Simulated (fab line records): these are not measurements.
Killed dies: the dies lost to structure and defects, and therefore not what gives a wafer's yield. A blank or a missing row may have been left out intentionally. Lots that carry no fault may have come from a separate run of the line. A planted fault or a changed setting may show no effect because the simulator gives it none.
Which tool is to blame? || flow nandHarc || 6 lots with 18 wafers sampled at 2 steps, on a route of 1159 steps

WHAT THE GAUGES SHOWED, per wafer
NHARC_HYBRID_BOND_OVL_MEAS_05.
{"lot": "L152", "measured": "day 18 13:29", "on": "overlay-01", "overlayXNm (nm)": "-87 26 8"}
{"lot": "L151", "measured": "day 19 02:11", "on": "overlay-01", "overlayXNm (nm)": "12 68 -8"}
{"lot": "L155", "measured": "day 19 17:36", "on": "overlay-02", "overlayXNm (nm)": "62 38 31"}
{"lot": "L156", "measured": "day 20 08:04", "on": "overlay-02", "overlayXNm (nm)": "23 4 -16"}
{"lot": "L158", "measured": "day 20 17:11", "on": "overlay-01", "overlayXNm (nm)": "-3 20 8"}
{"lot": "L165", "measured": "day 23 03:47", "on": "overlay-01", "overlayXNm (nm)": "41 -58 98"}

WHAT TOOL EACH LOT RAN ON (gives the tool, then ch and the chambers of the sampled wafers, and finally the start)
{"lot": "L152", "NHARC_A_CONTACT_ETCH_136": "harCapEtch-01 ch 0,1, day 17 01:22"}
{"lot": "L151", "NHARC_A_CONTACT_ETCH_136": "harCapEtch-01 ch 0,1, day 17 11:32"}
{"lot": "L155", "NHARC_A_CONTACT_ETCH_136": "harCapEtch-02 ch 0,1, day 18 07:29"}
{"lot": "L156", "NHARC_A_CONTACT_ETCH_136": "harCapEtch-02 ch 0,1, day 18 14:56"}
{"lot": "L158", "NHARC_A_CONTACT_ETCH_136": "harCapEtch-03 ch 0,1, day 19 09:29"}
{"lot": "L165", "NHARC_A_CONTACT_ETCH_136": "harCapEtch-02 ch 0,1, day 21 12:13"}
- NHARC_A_CONTACT_ETCH_136: etches the open film in C4F8/O2/Ar, time 132 s, target depth 1287 nm.

THE ANSWER, worked out from the rows above alone
Rule: what is usual is taken from the lots themselves. The widest of any qualifying gaps counts: lots, ordered by their means at a reading, are off when they make up no more than a third of the lots, leave a main group of 4 or more, and stand apart from it by 3 or more times the standard deviation of that group's means. If all means in a main group match to the digits the tables above print for the reading, that group is not used. Also off: a lot with no number at a reading for which 4 or more lots have one. All remaining lots with rows at the step are treated as sound.
Across all readings shown, no lot is off: no conclusion can be drawn from this.

WHAT THE SIMULATOR HAD INSERTED
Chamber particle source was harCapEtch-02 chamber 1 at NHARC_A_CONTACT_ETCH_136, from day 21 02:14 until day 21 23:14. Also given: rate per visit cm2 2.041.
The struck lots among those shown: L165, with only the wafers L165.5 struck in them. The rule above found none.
